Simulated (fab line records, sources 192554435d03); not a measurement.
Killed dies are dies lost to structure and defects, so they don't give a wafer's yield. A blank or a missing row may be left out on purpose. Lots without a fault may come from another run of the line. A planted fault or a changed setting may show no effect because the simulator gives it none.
Chamber matching | flow n5_finfet | N5_BEOL_M11_ETCH_62 on rie_diel-01: 4 sister chambers
The step etches SOC in N2/H2, target depth 110 nm, overetch 22 nm, time 165 s. 14 wafers are shown with their chamber, then 7 later ones without.

WAFERS WITH THEIR CHAMBER
wafer  | chamber | showerhead_plenum_p_Torr (Torr) | drypump_motor_current_A (A) | throttle_valve_pct (%)
L078.1 | 3       | 2.41                            | 5.5                         | 17.93
L078.3 | 1       | 2.61                            | 5.6                         | 17.99
L078.6 | 2       | 2.54                            | 6.1                         | 18.03
L079.1 | 2       | 2.54                            | 6.1                         | 18.04
L079.2 | 0       | 2.55                            | 5.2                         | 17.81
L079.5 | 0       | 2.55                            | 5.3                         | 17.83
L082.1 | 1       | 2.60                            | 5.5                         | 17.99
L082.4 | 3       | 2.41                            | 5.5                         | 17.93
L082.5 | 2       | 2.53                            | 6.1                         | 18.05
L085.3 | 0       | 2.54                            | 5.3                         | 17.84
L085.4 | 3       | 2.40                            | 5.5                         | 17.96
L085.5 | 2       | 2.53                            | 6.1                         | 18.05
L086.1 | 3       | 2.40                            | 5.5                         | 17.96
L086.2 | 2       | 2.53                            | 6.1                         | 18.05

SIGNATURES (means of the wafers above)
reading                  | chamber 0 | chamber 1 | chamber 2 | chamber 3 | scatter within a chamber
showerhead_plenum_p_Torr | 2.5467    | 2.6050    | 2.5340    | 2.4050    | 0.0058
drypump_motor_current_A  | 5.267     | 5.550     | 6.100     | 5.500     | 0.0342
throttle_valve_pct       | 17.8267   | 17.9900   | 18.0440   | 17.9450   | 0.013
Rule: a wafer's distance from a chamber is the root of the sum, over the readings, of the square of ((its reading less the chamber's mean) divided by the reading's scatter). The wafer belongs to the nearest chamber; if the next one is less than 2 further off, it can't be placed. The scatter: the root of (the sum of the squares of (reading less its chamber's mean) over the shown wafers, divided by (wafers less chambers)).

WAFERS WITHOUT THEIR CHAMBER
wafer  | showerhead_plenum_p_Torr (Torr) | drypump_motor_current_A (A) | throttle_valve_pct (%)
L086.5 | 2.53                            | 6.1                         | 18.07
L090.3 | 2.60                            | 5.6                         | 17.58
L090.5 | 2.53                            | 6.1                         | 18.09
L090.6 | 2.60                            | 5.6                         | 17.57
L095.1 | 2.53                            | 5.3                         | 17.90
L095.4 | 2.53                            | 5.2                         | 17.88
L095.5 | 2.52                            | 6.1                         | 18.09

WHICH CHAMBER EACH WENT THROUGH
wafer  | from the rows above | in truth
L086.5 | 2                   | 2
L090.3 | 0                   | 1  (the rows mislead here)
L090.5 | 2                   | 2
L090.6 | 0                   | 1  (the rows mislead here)
L095.1 | 0                   | 0
L095.4 | 0                   | 0
L095.5 | 2                   | 2
Placed correctly: 5 of 7. Can't be placed from these rows: 0. Placed wrongly: 2.
